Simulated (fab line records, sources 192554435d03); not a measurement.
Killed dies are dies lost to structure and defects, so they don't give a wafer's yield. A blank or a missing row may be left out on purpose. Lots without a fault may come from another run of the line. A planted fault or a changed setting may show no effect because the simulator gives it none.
Which tool did it? | flow n5_finfet | 24 lots, 72 wafers sampled, at 6 steps of a route of 1938

WHAT THE GAUGES READ, wafer by wafer
The record holds no reading of a measuring or inspecting step that can be judged against a usual standard deviation.

WHICH TOOL RAN EACH LOT (tool, then ch and the chambers of the sampled wafers, then the start)
lot  | N5_BEOL_M0_SAQP_ALD_48            | N5_BEOL_M0_ETCH_138                | N5_BEOL_M0_STRIP_104               | N5_BEOL_M0_DEGAS_112         | N5_BEOL_M0_SPUTTER_116       | N5_BEOL_M0_SPUTTER_134
L075 | ald_sin-01 ch 0,2, day 6 02:56    | rie_diel-01 ch 1,2,3, day 6 04:15  | rie_diel-03 ch 1,2, day 6 05:11    | pvd_sputter-02, day 6 06:43  | pvd_sputter-02, day 6 07:41  | pvd_sputter-02, day 6 07:55
L074 | ald_sin-01 ch 1,2,3, day 6 08:14  | rie_diel-05 ch 0,2,3, day 6 09:32  | rie_diel-05 ch 0,1,3, day 6 12:16  | pvd_sputter-02, day 6 13:12  | pvd_sputter-02, day 6 14:35  | pvd_sputter-02, day 6 14:50
L076 | ald_sin-04 ch 0,1, day 6 08:35    | rie_diel-05 ch 0,1,2, day 6 10:14  | rie_diel-05 ch 1,2,3, day 6 12:21  | pvd_sputter-01, day 6 13:19  | pvd_sputter-02, day 6 14:09  | pvd_sputter-02, day 6 14:23
L077 | ald_sin-01 ch 0,2,3, day 6 18:56  | rie_diel-01 ch 1,2,3, day 6 20:27  | rie_diel-05 ch 0,1,2, day 7 00:45  | pvd_sputter-02, day 7 01:46  | pvd_sputter-02, day 7 02:36  | pvd_sputter-02, day 7 02:50
L078 | ald_sin-01 ch 0,2,3, day 6 22:11  | rie_diel-01 ch 0,1, day 6 23:30    | rie_diel-01 ch 0,2,3, day 7 00:46  | pvd_sputter-03, day 7 01:46  | pvd_sputter-03, day 7 02:34  | pvd_sputter-03, day 7 02:49
L079 | ald_sin-02 ch 0,2,3, day 7 03:00  | rie_diel-05 ch 0,2,3, day 7 04:22  | rie_diel-05 ch 1,2,3, day 7 04:51  | pvd_sputter-03, day 7 06:37  | pvd_sputter-02, day 7 07:06  | pvd_sputter-02, day 7 07:20
L080 | ald_sin-02 ch 2,3, day 7 06:56    | rie_diel-01 ch 0,1, day 7 08:26    | rie_diel-01 ch 0,3, day 7 10:10    | pvd_sputter-01, day 7 11:01  | pvd_sputter-01, day 7 13:15  | pvd_sputter-01, day 7 13:29
L081 | ald_sin-04 ch 1,2, day 7 09:29    | rie_diel-05 ch 0,1,2, day 7 10:43  | rie_diel-03 ch 1,2,3, day 7 13:35  | pvd_sputter-01, day 7 17:36  | pvd_sputter-01, day 7 18:28  | pvd_sputter-01, day 7 18:42
L082 | ald_sin-01 ch 1,3, day 7 20:05    | rie_diel-05 ch 0,3, day 7 21:53    | rie_diel-05 ch 1,2, day 7 23:37    | pvd_sputter-03, day 8 00:50  | pvd_sputter-02, day 8 01:35  | pvd_sputter-02, day 8 01:50
L083 | ald_sin-04 ch 0,1,2, day 8 07:12  | rie_diel-05 ch 1,2,3, day 8 08:31  | rie_diel-05 ch 1,2,3, day 8 09:46  | pvd_sputter-03, day 8 10:44  | pvd_sputter-01, day 8 13:04  | pvd_sputter-01, day 8 13:19
L084 | ald_sin-04 ch 0,1, day 8 14:33    | rie_diel-01 ch 0,3, day 8 15:44    | rie_diel-01 ch 0,1,2, day 8 18:30  | pvd_sputter-02, day 8 19:49  | pvd_sputter-03, day 8 20:27  | pvd_sputter-03, day 8 20:41
L085 | ald_sin-04 ch 0,2,3, day 9 00:16  | rie_diel-01 ch 0,1,3, day 9 01:38  | rie_diel-01 ch 0,1,2, day 9 03:37  | pvd_sputter-03, day 9 04:55  | pvd_sputter-02, day 9 06:30  | pvd_sputter-02, day 9 06:44
L086 | ald_sin-01 ch 2,3, day 9 06:26    | rie_diel-01 ch 1,2, day 9 07:38    | rie_diel-03 ch 0,1,3, day 9 08:03  | pvd_sputter-03, day 9 10:41  | pvd_sputter-03, day 9 11:38  | pvd_sputter-03, day 9 11:54
L087 | ald_sin-02 ch 0,3, day 9 10:25    | rie_diel-03 ch 0,2,3, day 9 11:59  | rie_diel-01 ch 1,2,3, day 9 12:29  | pvd_sputter-01, day 9 13:55  | pvd_sputter-02, day 9 15:40  | pvd_sputter-02, day 9 15:54
L088 | ald_sin-04 ch 0,2,3, day 9 10:49  | rie_diel-03 ch 1,2,3, day 9 12:17  | rie_diel-03 ch 0,1,3, day 9 12:40  | pvd_sputter-01, day 9 14:00  | pvd_sputter-02, day 9 15:07  | pvd_sputter-02, day 9 15:22
L089 | ald_sin-02 ch 0,2,3, day 9 15:38  | rie_diel-05 ch 0,3, day 9 16:57    | rie_diel-05 ch 0,1,3, day 9 17:16  | pvd_sputter-01, day 9 18:07  | pvd_sputter-02, day 9 19:55  | pvd_sputter-02, day 9 20:10
L090 | ald_sin-01 ch 0,1,3, day 10 00:35 | rie_diel-05 ch 1,2, day 10 01:47   | rie_diel-03 ch 0,2,3, day 10 02:08 | pvd_sputter-01, day 10 02:47 | pvd_sputter-01, day 10 05:05 | pvd_sputter-01, day 10 05:20
L091 | ald_sin-01 ch 0,2,3, day 10 01:05 | rie_diel-05 ch 1,2, day 10 02:28   | rie_diel-01 ch 0,2,3, day 10 06:20 | pvd_sputter-02, day 10 07:23 | pvd_sputter-03, day 10 07:56 | pvd_sputter-03, day 10 08:10
L093 | ald_sin-01 ch 2,3, day 11 13:47   | rie_diel-05 ch 1,3, day 11 15:23   | rie_diel-03 ch 1,3, day 11 15:43   | pvd_sputter-01, day 11 16:21 | pvd_sputter-01, day 11 17:05 | pvd_sputter-01, day 11 17:20
L092 | ald_sin-02 ch 1,2, day 11 14:10   | rie_diel-03 ch 0,1,3, day 11 15:40 | rie_diel-03 ch 0,1,3, day 11 15:56 | pvd_sputter-01, day 11 16:41 | pvd_sputter-01, day 11 17:37 | pvd_sputter-01, day 11 17:51
L094 | ald_sin-01 ch 0,2,3, day 11 16:10 | rie_diel-01 ch 0,1, day 11 17:49   | rie_diel-03 ch 1,3, day 11 20:38   | pvd_sputter-03, day 11 22:29 | pvd_sputter-03, day 11 23:17 | pvd_sputter-03, day 11 23:32
L095 | ald_sin-02 ch 0,1, day 11 16:19   | rie_diel-03 ch 0,1,3, day 11 17:49 | rie_diel-05 ch 0,2,3, day 11 18:06 | pvd_sputter-01, day 11 19:02 | pvd_sputter-01, day 11 19:37 | pvd_sputter-01, day 11 19:52
L097 | ald_sin-04 ch 0,1,3, day 11 16:43 | rie_diel-03 ch 0,3, day 11 18:05   | rie_diel-03 ch 0,1,3, day 11 20:44 | pvd_sputter-03, day 11 22:37 | pvd_sputter-03, day 11 23:46 | pvd_sputter-03, day 12 00:01
L096 | ald_sin-01 ch 1,3, day 11 17:20   | rie_diel-03 ch 0,1, day 11 18:34   | rie_diel-03 ch 0,3, day 11 20:47   | pvd_sputter-02, day 11 22:43 | pvd_sputter-01, day 12 00:29 | pvd_sputter-01, day 12 00:44
- N5_BEOL_M0_SAQP_ALD_48: deposits SiO2, target thk 20 nm, pulse time 1 s, co reactant pulse time 1 s.
- N5_BEOL_M0_ETCH_138: etches SiCN in CH3F/O2, target depth 12 nm, time 31.6 s.
- N5_BEOL_M0_STRIP_104: strips in N2/H2.
- N5_BEOL_M0_DEGAS_112: time 60 s.
- N5_BEOL_M0_SPUTTER_116: material Cu, target thk 4 nm, time 7.37 s.
- N5_BEOL_M0_SPUTTER_134: material Cu, target thk 4 nm, time 7.37 s.

WHAT THE TOOLS THEMSELVES READ (means of the sampled wafers that have a number; where no wafer has one, the mark that the record gives instead)
N5_BEOL_M0_SAQP_ALD_48. Usual: heater_power_w 74 W, standard deviation 7.2; precursor_pulse_height_rel 1.000, standard deviation 0.019.
lot  | tool       | heater_power_w (W) | precursor_pulse_height_rel | flag
L075 | ald_sin-01 | 81                 | 1.021                      |
L074 | ald_sin-01 | 71                 | 1.012                      |
L076 | ald_sin-04 | 64                 | 0.996                      |
L077 | ald_sin-01 | 76                 | 0.997                      |
L078 | ald_sin-01 | 77                 | 1.003                      |
L079 | ald_sin-02 | 79                 | 0.991                      |
L080 | ald_sin-02 | 74                 | 0.999                      |
L081 | ald_sin-04 | 78                 | 1.007                      |
L082 | ald_sin-01 | 70                 | 1.002                      |
L083 | ald_sin-04 | 72                 | 1.006                      |
L084 | ald_sin-04 | 65                 | 1.000                      |
L085 | ald_sin-04 | 73                 | 0.992                      |
L086 | ald_sin-01 | 74                 | 0.999                      |
L087 | ald_sin-02 | 84                 | 1.021                      |
L088 | ald_sin-04 | 75                 | 1.001                      |
L089 | ald_sin-02 | 80                 | 0.998                      |
L090 | ald_sin-01 | 76                 | 1.003                      |
L091 | ald_sin-01 | 77                 | 1.010                      |
L093 | ald_sin-01 | 71                 | 1.003                      |
L092 | ald_sin-02 | 69                 | 0.985                      |
L094 | ald_sin-01 | 76                 | 0.983                      |
L095 | ald_sin-02 | 73                 | 1.005                      |
L097 | ald_sin-04 | 70                 | 1.024                      |
L096 | ald_sin-01 | 71                 | 1.007                      |

N5_BEOL_M0_ETCH_138. Usual: drypump_motor_current_A 5.7 A, standard deviation 0.47; etch_rf_on_time_s 29.5 s, standard deviation 0.8; oes_product_au 0.65 a.u., standard deviation 0.071; rf_vpp_V 298.4 V, standard deviation 1.2; showerhead_plenum_p_Torr 2.05 Torr, standard deviation 0.041; throttle_valve_pct 16.29 %, standard deviation 0.24.
lot  | tool        | drypump_motor_current_A (A) | etch_rf_on_time_s (s) | oes_product_au (a.u.) | rf_vpp_V (V) | showerhead_plenum_p_Torr (Torr) | throttle_valve_pct (%) | flag
L075 | rie_diel-01 | 5.7                         | 29.9                  | 0.63                  | 298.4        | 2.08                            | 16.43                  |
L074 | rie_diel-05 | 6.0                         | 30.2                  | 0.60                  | 297.5        | 2.03                            | 16.46                  |
L076 | rie_diel-05 | 5.8                         | 29.3                  | 0.63                  | 297.6        | 2.04                            | 16.17                  |
L077 | rie_diel-01 | 5.7                         | 29.2                  | 0.63                  | 298.1        | 2.08                            | 16.46                  |
L078 | rie_diel-01 | 5.9                         | 29.3                  | 0.66                  | 299.4        | 2.10                            | 16.19                  |
L079 | rie_diel-05 | 6.0                         | 30.0                  | 0.60                  | 297.5        | 2.03                            | 16.45                  |
L080 | rie_diel-01 | 6.1                         | 29.0                  | 0.64                  | 299.9        | 2.09                            | 16.23                  |
L081 | rie_diel-05 | 5.8                         | 29.0                  | 0.62                  | 297.9        | 2.04                            | 16.18                  |
L082 | rie_diel-05 | 6.2                         | 29.1                  | 0.60                  | 298.3        | 2.04                            | 16.34                  |
L083 | rie_diel-05 | 5.6                         | 29.8                  | 0.61                  | 298.3        | 2.00                            | 16.39                  |
L084 | rie_diel-01 | 6.3                         | 29.2                  | 0.62                  | 299.1        | 2.07                            | 16.34                  |
L085 | rie_diel-01 | 6.1                         | 29.1                  | 0.63                  | 299.5        | 2.08                            | 16.28                  |
L086 | rie_diel-01 | 5.4                         | 29.7                  | 0.75                  | 299.1        | 2.06                            | 16.31                  |
L087 | rie_diel-03 | 5.5                         | 28.8                  | 0.64                  | 298.6        | 2.09                            | 16.27                  |
L088 | rie_diel-03 | 5.3                         | 29.8                  | 0.63                  | 298.8        | 2.06                            | 16.31                  |
L089 | rie_diel-05 | 6.2                         | 29.6                  | 0.59                  | 297.3        | 2.03                            | 16.36                  |
L090 | rie_diel-05 | 5.4                         | 29.3                  | 0.70                  | 298.0        | 2.00                            | 15.98                  |
L091 | rie_diel-05 | 5.7                         | 29.6                  | 0.77                  | 298.1        | 2.02                            | 16.04                  |
L093 | rie_diel-05 | 5.5                         | 28.2                  | 0.76                  | 296.4        | 1.97                            | 16.17                  |
L092 | rie_diel-03 | 5.5                         | 30.4                  | 0.66                  | 298.4        | 2.07                            | 16.32                  |
L094 | rie_diel-01 | 5.9                         | 29.5                  | 0.63                  | 298.9        | 2.08                            | 16.28                  |
L095 | rie_diel-03 | 5.5                         | 28.9                  | 0.67                  | 298.7        | 2.07                            | 16.31                  |
L097 | rie_diel-03 | 5.6                         | 28.9                  | 0.67                  | 299.5        | 2.10                            | 16.28                  |
L096 | rie_diel-03 | 5.7                         | 30.2                  | 0.72                  | 299.2        | 2.09                            | 16.25                  |

N5_BEOL_M0_STRIP_104. Usual: drypump_motor_current_A 5.7 A, standard deviation 0.45; oes_product_au 0.76 a.u., standard deviation 0.084; rf_vpp_V 59.3 V, standard deviation 1.6; showerhead_plenum_p_Torr 2.61 Torr, standard deviation 0.053; throttle_valve_pct 23.65 %, standard deviation 0.3.
lot  | tool        | drypump_motor_current_A (A) | oes_product_au (a.u.) | rf_vpp_V (V) | showerhead_plenum_p_Torr (Torr) | throttle_valve_pct (%) | flag
L075 | rie_diel-03 | 5.3                         | 0.77                  | 60.7         | 2.62                            | 23.53                  |
L074 | rie_diel-05 | 5.7                         | 0.73                  | 59.8         | 2.56                            | 23.71                  |
L076 | rie_diel-05 | 5.5                         | 0.71                  | 61.4         | 2.55                            | 23.86                  |
L077 | rie_diel-05 | 5.8                         | 0.73                  | 59.0         | 2.59                            | 23.56                  |
L078 | rie_diel-01 | 5.9                         | 0.72                  | 59.8         | 2.61                            | 23.55                  |
L079 | rie_diel-05 | 5.6                         | 0.71                  | 58.3         | 2.55                            | 23.84                  |
L080 | rie_diel-01 | 6.4                         | 0.75                  | 60.7         | 2.62                            | 23.41                  |
L081 | rie_diel-03 | 5.3                         | 0.76                  | 58.5         | 2.62                            | 23.64                  |
L082 | rie_diel-05 | 5.4                         | 0.74                  | 60.7         | 2.56                            | 23.53                  |
L083 | rie_diel-05 | 5.6                         | 0.70                  | 58.9         | 2.55                            | 23.85                  |
L084 | rie_diel-01 | 5.8                         | 0.82                  | 58.2         | 2.63                            | 23.60                  |
L085 | rie_diel-01 | 5.8                         | 0.83                  | 61.2         | 2.63                            | 23.60                  |
L086 | rie_diel-03 | 5.5                         | 0.81                  | 58.4         | 2.63                            | 23.59                  |
L087 | rie_diel-01 | 5.7                         | 0.81                  | 59.8         | 2.62                            | 23.57                  |
L088 | rie_diel-03 | 5.5                         | 0.81                  | 60.2         | 2.63                            | 23.59                  |
L089 | rie_diel-05 | 5.8                         | 0.71                  | 57.9         | 2.55                            | 23.75                  |
L090 | rie_diel-03 | 5.5                         | 0.75                  | 58.9         | 2.65                            | 23.68                  |
L091 | rie_diel-01 | 6.0                         | 0.79                  | 59.2         | 2.60                            | 23.47                  |
L093 | rie_diel-03 | 5.2                         | 0.74                  | 59.5         | 2.61                            | 23.79                  |
L092 | rie_diel-03 | 5.5                         | 0.79                  | 58.5         | 2.62                            | 23.63                  |
L094 | rie_diel-03 | 5.2                         | 0.72                  | 59.4         | 2.60                            | 23.77                  |
L095 | rie_diel-05 | 6.0                         | 0.84                  | 58.5         | 2.57                            | 23.72                  |
L097 | rie_diel-03 | 5.5                         | 0.79                  | 57.9         | 2.62                            | 23.62                  |
L096 | rie_diel-03 | 5.4                         | 0.74                  | 59.6         | 2.64                            | 23.78                  |

N5_BEOL_M0_DEGAS_112. Usual: heater_power_w 346 W, standard deviation 28.
lot  | tool           | heater_power_w (W) | flag
L075 | pvd_sputter-02 | 340                |
L074 | pvd_sputter-02 | 343                |
L076 | pvd_sputter-01 | 375                |
L077 | pvd_sputter-02 | 327                |
L078 | pvd_sputter-03 | 352                |
L079 | pvd_sputter-03 | 327                |
L080 | pvd_sputter-01 | 370                |
L081 | pvd_sputter-01 | 359                |
L082 | pvd_sputter-03 | 316                |
L083 | pvd_sputter-03 | 328                |
L084 | pvd_sputter-02 | 344                |
L085 | pvd_sputter-03 | 328                |
L086 | pvd_sputter-03 | 330                |
L087 | pvd_sputter-01 | 360                |
L088 | pvd_sputter-01 | 368                |
L089 | pvd_sputter-01 | 369                |
L090 | pvd_sputter-01 | 361                |
L091 | pvd_sputter-02 | 327                |
L093 | pvd_sputter-01 | 370                |
L092 | pvd_sputter-01 | 362                |
L094 | pvd_sputter-03 | 324                |
L095 | pvd_sputter-01 | 346                |
L097 | pvd_sputter-03 | 334                |
L096 | pvd_sputter-02 | 316                |

N5_BEOL_M0_SPUTTER_116. Usual: throttle_valve_pct 30.2 %, standard deviation 1.
lot  | tool           | throttle_valve_pct (%) | flag
L075 | pvd_sputter-02 | 31.1                   |
L074 | pvd_sputter-02 | 30.5                   |
L076 | pvd_sputter-02 | 30.7                   |
L077 | pvd_sputter-02 | 30.5                   |
L078 | pvd_sputter-03 | 30.6                   |
L079 | pvd_sputter-02 | 30.6                   |
L080 | pvd_sputter-01 | 29.4                   |
L081 | pvd_sputter-01 | 29.9                   |
L082 | pvd_sputter-02 | 30.6                   |
L083 | pvd_sputter-01 | 29.7                   |
L084 | pvd_sputter-03 | 30.7                   |
L085 | pvd_sputter-02 | 31.1                   |
L086 | pvd_sputter-03 | 30.4                   |
L087 | pvd_sputter-02 | 30.6                   |
L088 | pvd_sputter-02 | 30.6                   |
L089 | pvd_sputter-02 | 31.0                   |
L090 | pvd_sputter-01 | 29.1                   |
L091 | pvd_sputter-03 | 30.8                   |
L093 | pvd_sputter-01 | 29.6                   |
L092 | pvd_sputter-01 | 29.7                   |
L094 | pvd_sputter-03 | 30.5                   |
L095 | pvd_sputter-01 | 29.8                   |
L097 | pvd_sputter-03 | 29.6                   |
L096 | pvd_sputter-01 | 29.7                   |

N5_BEOL_M0_SPUTTER_134. Usual: throttle_valve_pct 30.2 %, standard deviation 1.1.
lot  | tool           | throttle_valve_pct (%) | flag
L075 | pvd_sputter-02 | 31.0                   |
L074 | pvd_sputter-02 | 30.5                   |
L076 | pvd_sputter-02 | 30.8                   |
L077 | pvd_sputter-02 | 30.5                   |
L078 | pvd_sputter-03 | 30.8                   |
L079 | pvd_sputter-02 | 30.6                   |
L080 | pvd_sputter-01 | 29.6                   |
L081 | pvd_sputter-01 | 29.8                   |
L082 | pvd_sputter-02 | 30.7                   |
L083 | pvd_sputter-01 | 29.5                   |
L084 | pvd_sputter-03 | 30.5                   |
L085 | pvd_sputter-02 | 31.0                   |
L086 | pvd_sputter-03 | 30.7                   |
L087 | pvd_sputter-02 | 30.4                   |
L088 | pvd_sputter-02 | 30.6                   |
L089 | pvd_sputter-02 | 31.3                   |
L090 | pvd_sputter-01 | 29.1                   |
L091 | pvd_sputter-03 | 30.8                   |
L093 | pvd_sputter-01 | 29.5                   |
L092 | pvd_sputter-01 | 29.8                   |
L094 | pvd_sputter-03 | 30.5                   |
L095 | pvd_sputter-01 | 29.8                   |
L097 | pvd_sputter-03 | 29.7                   |
L096 | pvd_sputter-01 | 29.7                   |

THE ANSWER, worked out from the rows above alone
Rule: a lot is off if the mean of its wafers that have a number lies more than 3 standard deviations from the usual mean. A lot without any number at a reading at which 4 lots or more have one is off too. The other lots that the step has rows for count as sound. The gauges are gone through in route order, then the tools' own readings, and for those a lot's mean is taken as printed above. The first step at which some lot is off is used, and at that step the reading that is off furthest; a lot without a number counts as furthest.
No lot is off at any reading shown: from this, nothing can be told.

WHAT THE SIMULATOR HAD PUT IN
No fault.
